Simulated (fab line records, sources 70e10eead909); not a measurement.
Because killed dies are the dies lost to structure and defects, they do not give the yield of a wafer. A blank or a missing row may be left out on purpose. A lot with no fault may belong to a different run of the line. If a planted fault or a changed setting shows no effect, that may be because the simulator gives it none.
fab line records | flow nandHarc
record: lots: 6 wafers: 18 lastDay: 32
route steps=1302 shown A_CONTACT@1061 END@1302
lots that met no fault: from a run of the same line without faults
startH: hours from the record's first day to the start of the lot's first wafer shown | waitH: how many hours have passed since the lot's step before this one | " identical to the entry in the row above | L1.1+2: several wafers, shown together as one row | - value missing, or start not given | * or withheld: withheld | < > ~ a bound
route shown NAME@n: NAME is a module with steps in the file, n the number in the route of the first one | usual: mean/standard deviation taken from wafers without a fault | same: alike in all rows | chamber/n: place in a boat | sites: each site's reading | _std_site: the standard deviation of these | _edge_site: mean of outer sites minus mean of inner sites | radiusMm: for every site, how far away it sits from the centre of the wafer | mask NAME#n: copy n | behind: the last tool/chamber to shape the wafer | hold: why the lot went on hold/how many hours it stayed there/how the hold came to an end | device: the n, p or np transistor that did not switch | end of line: at the end of the route, the tests of the same wafers | where a step has no rows: the recipe by itself | killed: the dies lost at the first sort to structure and to defects; this is not the yield of the wafer | map: per-die view of a wafer (x killed, . not killed, _ where there is no die)
set.NAME: the setting as run; set.NAME@STEP: as run at that earlier step | model.NAME: the simulator's own value behind a step, which no gauge read
certain route steps with their lots: each step a table, each wafer a row
services: from which hour (startH, from the record's first day; less than 0 if before it) a tool's chamber was out of use, for how many hours, and why
== steps ==
step: NHARC_A_CONTACT_STRIP_104
recipe: cf4FlowSccm: 100 chf3FlowSccm: 30 arFlowSccm: 0 biasW: 0 chemistry: CF4/CHF3
step: NHARC_A_CONTACT_STRIP_105
recipe: o2FlowSccm: 400 cosFlowSccm: 20 arFlowSccm: 0 biasW: 0 chemistry: O2/COS
step: NHARC_A_CONTACT_ETCH_106
recipe: targetDepthA: 900 overetchA: 90 timeS: 49.5 ionEnergyEv: 100 cf4FlowSccm: 80 o2FlowSccm: 20 arFlowSccm: 0 rfW: 300 biasW: 100 chemistry: CF4/O2
usual: biasW: 100.01/0.29 cf4FlowSccm: 80.01/0.24 drypumpMotorCurrentA: 5.9/0.34 mfcArSccm: 0.009/0.014 oes_ar_750_au: 1.000/0.0044 oesProductAu: 1.001/0.0096 rfVppV: 197.1/1.3 showerheadPlenumPTorr: 1.30/0.048 throttleValvePct: 13.398/0.0083
columns lot.wafer tool chamber startH waitH biasW cf4FlowSccm drypumpMotorCurrentA mfcArSccm oes_ar_750_au oesProductAu rfHoursCounterH rfVppV showerheadPlenumPTorr throttleValvePct
L788.2 rieDiel-01 1 512.52 0.0 100.24 79.94 6.5 0 1.008 0.992 40 196.8 1.29 13.379
L788.1 " 3 " " 99.71 80.00 6.5 0.038 1.000 0.998 36 198.1 1.33 13.390
L788.3 " 0 " " 99.83 80.04 5.7 0 1.000 1.004 37 196.1 1.33 13.407
L790.4 rieDiel-10 3 531.96 0.1 99.35 80.24 5.8 0 0.996 1.008 17 195.9 1.27 13.399
L790.3 " 1 " " 99.74 79.97 5.6 0 1.008 0.997 16 198.1 1.37 13.407
L790.5 " 3 " " 99.80 79.95 5.8 0 0.998 1.013 - 197.4 1.27 13.388
L798.1 rieDiel-07 1 605.63 0.0 99.71 80.52 6.0 0.005 0.999 0.990 41 198.4 1.31 13.389
L798.3 " 2 " " 100.63 79.74 5.7 0.005 1.005 1.005 42 195.5 1.24 13.408
L798.5 " 1 " " 99.48 80.55 5.9 0.005 1.004 1.001 - 198.7 1.31 13.395
L797.1 rieDiel-07 3 616.96 0.1 100.42 80.15 5.9 0.011 0.998 1.000 43 197.9 1.37 13.408
L797.2 " 0 " " 99.90 79.87 5.1 0 0.998 1.005 35 197.7 1.31 13.418
L797.5 " 2 " " 100.04 79.85 5.6 0.005 0.996 0.999 - 195.7 1.24 13.386
L805.3 rieDiel-01 0 660.32 0.1 99.82 80.26 5.7 0 1.004 0.999 36 197.6 1.32 13.385
L805.5 " 2 " " 99.91 79.69 6.0 0.006 1.004 1.008 - 196.7 1.27 13.391
L805.6 " 3 " " 99.93 79.88 6.5 0.038 0.999 1.003 - 198.3 1.32 13.397
L809.2 rieDiel-10 2 716.12 0.1 100.31 80.06 5.9 0.041 0.997 0.982 22 195.7 1.23 13.410
L809.3 " 3 " " 99.66 80.24 5.8 0 1.003 1.004 21 196.6 1.26 13.403
L809.5 " 2 " " 100.35 79.80 5.9 0.041 0.996 0.990 - 196.1 1.23 13.400
step: NHARC_A_CONTACT_STRIP_82
recipe: o2FlowSccm: 500 arFlowSccm: 0 biasW: 0 chemistry: O2
usual: drypumpMotorCurrentA: 5.9/0.34 mfcArSccm: 0.009/0.014 oesProductAu: 1.001/0.01 rfVppV: 57.5/0.89 showerheadPlenumPTorr: 3.45/0.12 throttleValvePct: 17.036/0.0091
same: biasW: 0
columns lot.wafer tool chamber startH waitH drypumpMotorCurrentA mfcArSccm oesProductAu rfHoursCounterH rfVppV showerheadPlenumPTorr throttleValvePct
L788.2 rieDiel-01 0 - - 5.7 0 0.998 37 57.4 3.51 17.031
L788.1 " 1 " " 6.5 0 0.991 40 57.2 3.42 17.052
L788.3 " 3 " " 6.5 0.038 1.000 36 57.2 3.52 17.035
L790.4 rieDiel-10 1 - - 5.6 0 1.010 17 57.2 3.63 17.034
L790.3 " 2 " " 5.9 0.041 1.016 18 57.1 3.29 17.057
L790.5 " 1 " " 5.6 0 1.002 - 58.4 3.63 17.032
L798.3 rieDiel-07 3 - - 5.9 0.011 1.000 40 58.3 3.61 17.021
L798.1 " 1 " " 6.1 0.005 0.976 41 56.0 3.47 17.036
L798.5 " 2 " " 5.7 0.005 1.001 - 58.2 3.29 17.032
L797.2 rieDiel-07 3 - - 5.9 0.011 1.004 43 57.7 3.61 17.049
L797.1 " 0 " " 5.1 0 0.999 35 58.6 3.46 17.034
L797.5 " 3 " " 5.9 0.011 1.005 - 57.3 3.61 17.031
L805.3 rieDiel-01 3 - - 6.5 0.038 0.996 36 56.1 3.49 17.024
L805.6 " 0 " " 5.7 0 0.986 - 58.8 3.48 17.031
L805.5 " 1 " " 6.5 0 1.005 - 58.4 3.40 17.041
L809.2 rieDiel-10 3 - - 5.8 0 0.999 21 58.0 3.35 17.036
L809.3 " 1 " " 5.7 0 0.984 21 57.8 3.61 17.020
L809.5 " 2 " " 5.9 0.041 0.995 - 56.3 3.27 17.014
step: NHARC_A_CONTACT_STRIP_83
recipe: timeS: 600 tempC: 30 chemistry: postEtchResidueRemover
step: NHARC_A_CONTACT_DEP_84
recipe: targetThkA: 28000 tempC: 400 material: aC
usual: throttleValvePct: 35.000/0.0086
columns lot.wafer tool chamber startH waitH throttleValvePct
L788.1 aclDep-01 0 517.05 - 35.001
L788.2 " 0 " " 35.010
L788.3 " 0 " " 34.994
L790.3 aclDep-03 0 536.14 - 34.999
L790.4 " 0 " " 34.990
L790.5 " 0 " " 35.001
L798.1 aclDep-03 0 608.75 - 34.992
L798.3 " 0 " " 35.015
L798.5 " 0 " " 34.988
L797.1 aclDep-01 0 620.43 - 35.008
L797.2 " 0 " " 35.005
L797.5 " 0 " " 35.007
L805.3 aclDep-01 0 661.55 - 34.998
L805.5 " 0 " " 35.010
L805.6 " 0 " " 35.007
L809.2 aclDep-01 0 717.06 - 34.999
L809.3 " 0 " " 34.989
L809.5 " 0 " " 34.996
step: NHARC_A_CONTACT_DEP_85
recipe: targetThkA: 600 targetThkNm: 60 tempC: 400 pressureTorr: 3.5 flowSccm: 200 rfW: 350 material: SiON
usual: heaterPowerW: 721/65
columns lot.wafer tool chamber startH waitH heaterPowerW
L788.3 pecvd-01 2 518.78 0.9 705
L788.2 " 0 " " 614
L788.1 " 1 " " 788
L790.3 pecvd-02 0 537.31 0.9 659
L790.5 " 0 " " 670
L790.4 " 2 " " 575
L798.3 pecvd-01 2 610.64 1.0 762
L798.1 " 1 " " 688
L798.5 " 1 " " 707
L797.1 pecvd-04 0 622.16 1.4 741
L797.2 " 2 " " 703
L797.5 " 1 " " 770
L805.3 pecvd-02 2 662.80 1.0 586
L805.6 " 0 " " 801
L805.5 " 1 " " 709
L809.2 pecvd-01 1 718.52 1.2 829
L809.3 " 0 " " 708
L809.5 " 1 " " 836
step: NHARC_A_CONTACT_DEHYDRATE_00
recipe: tempC: 150 timeS: 120
step: NHARC_A_CONTACT_HMDS_01
recipe: timeS: 30
step: NHARC_A_CONTACT_COAT_86
recipe: tempC: 260 timeS: 75
step: NHARC_A_CONTACT_COAT_87
recipe: tempC: 225 timeS: 65
step: NHARC_A_CONTACT_COAT_02
recipe: spinRpm: 1500 resistThkNm: 90
step: NHARC_A_CONTACT_SOFTBAKE_03
recipe: tempC: 105 timeS: 55
usual: exhaustPa: 45.1/0.85 heaterPowerTotalW: 188.45/0.14
columns lot.wafer tool chamber startH waitH exhaustPa heaterPowerTotalW
L788.1 lithoTrack-01 0 519 - 48.3 188.43
L788.2 " 0 " " 45.2 188.58
L788.3 " 0 " " 46.2 188.33
L790.3 lithoTrack-04 0 537 - 45.7 188.47
L790.4 " 0 " " 44.5 188.42
L790.5 " 0 " " 44.9 188.38
L798.1 lithoTrack-04 0 610 - 45.1 222.64
L798.3 " 0 " " 45.8 222.41
L798.5 " 0 " " 45.5 222.46
L797.1 lithoTrack-04 0 622 - 44.1 222.93
L797.2 " 0 " " 45.5 222.53
L797.5 " 0 " " 45.2 222.45
L805.3 lithoTrack-01 0 663 - 43.9 188.37
L805.5 " 0 " " 43.8 188.32
L805.6 " 0 " " 44.2 188.54
L809.2 lithoTrack-01 0 718 - 45.8 188.47
L809.3 " 0 " " 46.5 188.28
L809.5 " 0 " " 44.7 188.67
step: NHARC_A_CONTACT_EBR_04
step: NHARC_END_SORT_01
recipe: tempC: 25
usual: killedAtArray: 54/21 killedAtOther: 1.0/1.2 killedAtPeriphery: 3.6/2.6 killedDies: 58/20 killedOpen: 3.3/1.9 killedShort: 2.6/1.5
same: grossDies: 677
columns lot.wafer tool chamber startH waitH killedAtArray killedAtOther killedAtPeriphery killedDies killedOpen killedShort
L805.3 prober-01 0 715.97 3.1 52 2 8 62 4 6
killed by level:class
L805.3 A_CHANNEL_HOLE_D1:chamberFilmFlake=33 P_ZERO_WELL:chamberFilmFlake=4 A_BLC:chamberFilmFlake=4 A_CONTACT:chamberFilmFlake=3 A_WL_FILL:geometricParticle:short=2 P_M1:chamberFilmFlake=2 A_SLIT:chamberFilmFlake=2 THIN_TSV:chamberFilmFlake=2
== services ==
columns tool chamber startH hours kind
pecvd-01 - 492.06 13.0 pm
lithoTrack-01 - 505.00 7.0 pm
pecvd-01 1 522.66 16.5 repair
rieDiel-10 - 542.03 2.6 repair
aclDep-01 - 550.27 13.0 pm
pecvd-02 - 551.95 0.9 repair
lithoTrack-04 - 553.00 7.0 pm
pecvd-02 - 560.78 1.1 repair
rieDiel-01 - 562.26 9.0 pm
pecvd-02 - 589.11 13.0 pm
rieDiel-10 - 596.96 9.0 pm
pecvd-02 2 616.48 5.6 repair
rieDiel-01 2 619.29 19.1 repair
pecvd-04 0 631.17 13.1 repair
pecvd-02 0 634.40 9.0 repair
pecvd-02 2 642.86 5.4 repair
rieDiel-07 - 649.89 9.0 pm
aclDep-03 - 662.33 13.0 pm
pecvd-01 - 673.06 13.0 pm
lithoTrack-01 - 680.00 7.0 pm
rieDiel-01 - 693.68 0.3 repair
rieDiel-10 3 702.51 7.9 repair
rieDiel-10 0 709.55 4.3 repair
pecvd-02 2 711.04 9.0 repair
== key ==
firstSign: step: NHARC_A_CONTACT_SOFTBAKE_03 reading: heaterPowerTotalW direction: up sigmas: 99+ usual: * struck: *
effect none on later readings
metAt NHARC_A_CONTACT_SOFTBAKE_03
struckWafers L797.1,L797.2,L797.5,L798.1,L798.3,L798.5
testerLeftOut L797,L798
onsetBetween 537 610
fault: kind: processParameterDrift tool: lithoTrack-04 chamber: - onsetH: 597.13 steps: NHARC_A_CONTACT_SOFTBAKE_03 channel: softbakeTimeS offset: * shape: step endH: 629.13 actsIn: * stated: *
testerLeftOut: of these lots the tester's yield and bins aren't shown, on N5 and GAA mostly nor the transistor test; their killed dies are dies lost to structure and defects alone, not to doping, threshold or leakage, so they don't give the yield
